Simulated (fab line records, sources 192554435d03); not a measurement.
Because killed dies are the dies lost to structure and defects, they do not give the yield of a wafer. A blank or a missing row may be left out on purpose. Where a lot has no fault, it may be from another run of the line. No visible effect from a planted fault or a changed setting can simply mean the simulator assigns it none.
Which tool is to blame? | flow n5Finfet | 10 lots with 30 wafers sampled at 5 steps, on a route of 1938 steps

## WHAT THE GAUGES SHOWED, per wafer
N5_BEOL_M4_RC_MEAS_101.
lot  | measured     | on        | CJ_P           | DIBL_N (mV/V)  | DIBL_P (mV/V)  | IOFF_N (nA/um)    | IOFF_P (nA/um) | ION_N (uA/um) | ION_P (uA/um) | REXT_P (ohm.um)   | SS_N (mV/dec)  | SS_P (mV/dec)  | VT_N (mV)   | VT_P (mV)
L168 | day 7 15:10  | prober-02 | 5.89 5.66 5.65 | 34.6 32.9 34.0 | 35.2 34.3 36.4 | 0.150 0.119 0.145 | 0.16 0.15 0.17 | 674 660 677   | 449 454 459   | 99.5 97.4 97.4    | 71.1 70.7 71.5 | 72.6 72.5 73.4 | 252 253 251 | -258 -257 -255
L171 | day 9 00:37  | prober-01 | 5.86 5.53 5.78 | 36.3 36.9 38.3 | 34.1 34.5 36.7 | 0.138 0.141 0.175 | 0.20 0.21 0.24 | 662 675 677   | 464 469 468   | 102.3 103.1 102.5 | 71.5 70.9 71.1 | 73.2 73.8 73.7 | 253 253 247 | -248 -248 -248
L172 | day 9 07:14  | prober-01 | 5.89 5.81 5.82 | 36.3 35.4 36.7 | 37.7 38.2 37.9 | 0.161 0.152 0.165 | 0.19 0.20 0.19 | 686 674 671   | 464 463 461   | 99.1 100.9 99.9   | 71.5 71.5 71.0 | 72.9 72.6 73.1 | 250 252 250 | -256 -254 -256
L173 | day 9 04:34  | prober-01 | 5.83 5.92 6.07 | 37.6 37.9 36.8 | 36.9 37.5 35.5 | 0.169 0.162 0.147 | 0.20 0.22 0.18 | 693 684 675   | 465 461 462   | 103.8 104.8 103.4 | 71.9 71.7 71.4 | 73.8 74.0 72.9 | 245 247 251 | -252 -249 -254
L175 | day 9 10:25  | prober-01 | 3.90 5.65 6.06 | 38.1 37.8 37.9 | 35.2 36.6 36.3 | 0.191 0.178 0.174 | 0.20 0.26 0.23 | 692 686 685   | 436 475 468   | 108.3 101.1 100.7 | 71.9 71.9 71.4 | 72.6 73.2 73.2 | 247 247 248 | -250 -242 -246
L176 | day 9 12:13  | prober-01 | 3.84 4.11 5.71 | 33.9 36.2 36.4 | 29.8 33.9 35.4 | 0.107 0.157 0.153 | 0.13 0.17 0.22 | 652 682 667   | 420 430 462   | 108.3 109.1 100.9 | 70.5 71.4 71.6 | 72.2 72.9 73.1 | 255 250 250 | -257 -253 -247
L185 | day 12 00:12 | prober-02 | 5.81 6.01 5.82 | 38.4 32.6 36.1 | 39.2 32.9 37.3 | 0.153 0.076 0.117 | 0.18 0.12 0.16 | 669 626 662   | 448 430 449   | 97.9 97.1 96.8    | 71.5 70.0 70.3 | 74.0 71.7 73.5 | 255 266 259 | -254 -260 -257
L186 | day 12 03:19 | prober-01 | 5.85 5.89 5.97 | 38.5 35.8 35.6 | 39.8 34.5 36.1 | 0.191 0.137 0.146 | 0.25 0.17 0.18 | 679 663 683   | 463 454 466   | 99.7 101.1 102.3  | 72.1 71.6 71.5 | 73.7 73.0 73.1 | 248 252 251 | -248 -252 -255
L188 | day 12 19:14 | prober-02 | 6.00 6.04 6.05 | 36.4 39.3 37.4 | 33.2 36.0 35.8 | 0.145 0.208 0.170 | 0.16 0.19 0.20 | 671 659 685   | 454 443 459   | 101.7 103.4 103.1 | 71.8 72.7 71.3 | 73.0 73.9 73.8 | 253 249 249 | -257 -253 -250
L190 | day 13 18:52 | prober-02 | 5.90 5.82 6.04 | 35.8 38.4 35.3 | 35.0 37.4 33.1 | 0.147 0.197 0.138 | 0.19 0.24 0.18 | 677 691 682   | 463 478 464   | 97.8 97.4 95.1    | 71.3 71.6 71.0 | 72.4 72.5 71.9 | 250 246 254 | -248 -247 -250

## WHICH TOOL RAN EACH LOT (tool, then ch and the chambers of the sampled wafers, then the start)
lot  | N5_SD_EPI_P_SD_RECESS_17       | N5_BEOL_M4_SPUTTER_86       | N5_BEOL_M4_SPUTTER_88       | N5_BEOL_M4_SPUTTER_92
L168 | rieSi-01 ch 1,2, day 3 08:14   | pvdSputter-01, day 7 12:58  | pvdSputter-01, day 7 13:11  | pvdSputter-01, day 7 13:38
L171 | rieSi-06 ch 1,2, day 4 02:51   | pvdSputter-03, day 8 22:16  | pvdSputter-03, day 8 22:29  | pvdSputter-03, day 8 22:55
L172 | rieSi-01 ch 0,3, day 4 08:44   | pvdSputter-01, day 9 04:52  | pvdSputter-01, day 9 05:05  | pvdSputter-01, day 9 05:31
L173 | rieSi-01 ch 0,3, day 4 15:13   | pvdSputter-02, day 9 01:46  | pvdSputter-02, day 9 01:59  | pvdSputter-02, day 9 02:25
L175 | rieSi-01 ch 0,2,3, day 5 02:31 | pvdSputter-01, day 9 07:38  | pvdSputter-01, day 9 07:51  | pvdSputter-01, day 9 08:17
L176 | rieSi-01 ch 0,1,3, day 5 06:33 | pvdSputter-02, day 9 09:50  | pvdSputter-02, day 9 10:04  | pvdSputter-02, day 9 10:30
L185 | rieSi-02 ch 0,2, day 7 12:42   | pvdSputter-02, day 11 21:53 | pvdSputter-02, day 11 22:06 | pvdSputter-02, day 11 22:32
L186 | rieSi-06 ch 0,1,2, day 7 21:12 | pvdSputter-02, day 12 01:05 | pvdSputter-02, day 12 01:19 | pvdSputter-02, day 12 01:45
L188 | rieSi-01 ch 0,1,3, day 8 09:34 | pvdSputter-03, day 12 16:40 | pvdSputter-03, day 12 16:53 | pvdSputter-03, day 12 17:20
L190 | rieSi-02 ch 2,3, day 8 20:22   | pvdSputter-01, day 13 16:40 | pvdSputter-01, day 13 16:53 | pvdSputter-01, day 13 17:20
- N5_SD_EPI_P_SD_RECESS_17: chemistry HBr/Cl2/O2, target depth 39.1 nm, bt time 3 s.
- N5_BEOL_M4_SPUTTER_86: material Cu, target thk 4.5 nm, time 8.29 s.
- N5_BEOL_M4_SPUTTER_88: material Cu, target thk 4.5 nm, time 8.29 s.
- N5_BEOL_M4_SPUTTER_92: material Cu, target thk 4.5 nm, time 8.29 s.

## WHAT THE TOOLS THEMSELVES READ (means of the sampled wafers that have a number; where no wafer has one, the mark that the record gives instead)
N5_SD_EPI_P_SD_RECESS_17.
lot  | tool     | drypumpMotorCurrentA (A) | oesProductAu (a.u.) | rfFwdPowerW (W) | throttleValvePct (%)
L168 | rieSi-01 | 5.77                     | 1.000               | 796.4           | 37.0
L171 | rieSi-06 | 5.91                     | 0.994               | 795.9           | 37.3
L172 | rieSi-01 | 5.80                     | 0.999               | 798.7           | 37.6
L173 | rieSi-01 | 5.83                     | 0.998               | 798.8           | 37.6
L175 | rieSi-01 | 5.66                     | 0.998               | 795.4           | 37.3
L176 | rieSi-01 | 5.90                     | 1.006               | 794.8           | 37.4
L185 | rieSi-02 | 5.45                     | 0.990               | 796.0           | 37.3
L186 | rieSi-06 | 5.94                     | 1.006               | 796.0           | 37.5
L188 | rieSi-01 | 5.90                     | 1.000               | 797.6           | 37.4
L190 | rieSi-02 | 5.84                     | 0.976               | 795.0           | 37.2

N5_BEOL_M4_SPUTTER_86.
lot  | tool          | throttleValvePct (%)
L168 | pvdSputter-01 | 31.2
L171 | pvdSputter-03 | 29.6
L172 | pvdSputter-01 | 30.7
L173 | pvdSputter-02 | 30.6
L175 | pvdSputter-01 | 30.6
L176 | pvdSputter-02 | 30.4
L185 | pvdSputter-02 | 30.5
L186 | pvdSputter-02 | 30.3
L188 | pvdSputter-03 | 29.1
L190 | pvdSputter-01 | 30.6

N5_BEOL_M4_SPUTTER_88.
lot  | tool          | throttleValvePct (%)
L168 | pvdSputter-01 | 31.3
L171 | pvdSputter-03 | 29.8
L172 | pvdSputter-01 | 30.9
L173 | pvdSputter-02 | 30.7
L175 | pvdSputter-01 | 30.7
L176 | pvdSputter-02 | 30.2
L185 | pvdSputter-02 | 30.5
L186 | pvdSputter-02 | 30.2
L188 | pvdSputter-03 | 28.8
L190 | pvdSputter-01 | 30.6

N5_BEOL_M4_SPUTTER_92.
lot  | tool          | throttleValvePct (%)
L168 | pvdSputter-01 | 31.2
L171 | pvdSputter-03 | 29.4
L172 | pvdSputter-01 | 30.7
L173 | pvdSputter-02 | 30.8
L175 | pvdSputter-01 | 30.7
L176 | pvdSputter-02 | 30.3
L185 | pvdSputter-02 | 30.3
L186 | pvdSputter-02 | 30.2
L188 | pvdSputter-03 | 28.8
L190 | pvdSputter-01 | 30.7

## THE ANSWER, worked out from the rows above alone
Rule: the usual values come from the lots themselves. The widest of any qualifying gaps counts: lots, ordered by their means at a reading, are off when they make up no more than a third of the lots, leave a main group of 4 or more, and stand apart from it by 3 or more times the standard deviation of that group's means. If all means in a main group match to the digits the tables above print for the reading, that group is not used. Also off: a lot with no number at a reading for which 4 or more lots have one. Where the step has rows for the other lots, those lots are counted as sound. First the gauges in route order, then the tools' own readings, where a lot's mean is used as printed above. The first step at which some lot is off is used, and at that step the reading that is off furthest; a lot without a number counts as furthest.
Off: at N5_BEOL_M4_RC_MEAS_101 (CJ_P), L175, L176. The main group has a mean of 5.87 with a standard deviation of 0.097.
A tool fits if, at a process step before that reading, it ran every lot that is off, and no sound lot after the first of them. Those tools and the gauges at N5_BEOL_M4_RC_MEAS_101 are tried in the same way. Of those tried, none fits.

## WHAT THE SIMULATOR HAD PUT IN
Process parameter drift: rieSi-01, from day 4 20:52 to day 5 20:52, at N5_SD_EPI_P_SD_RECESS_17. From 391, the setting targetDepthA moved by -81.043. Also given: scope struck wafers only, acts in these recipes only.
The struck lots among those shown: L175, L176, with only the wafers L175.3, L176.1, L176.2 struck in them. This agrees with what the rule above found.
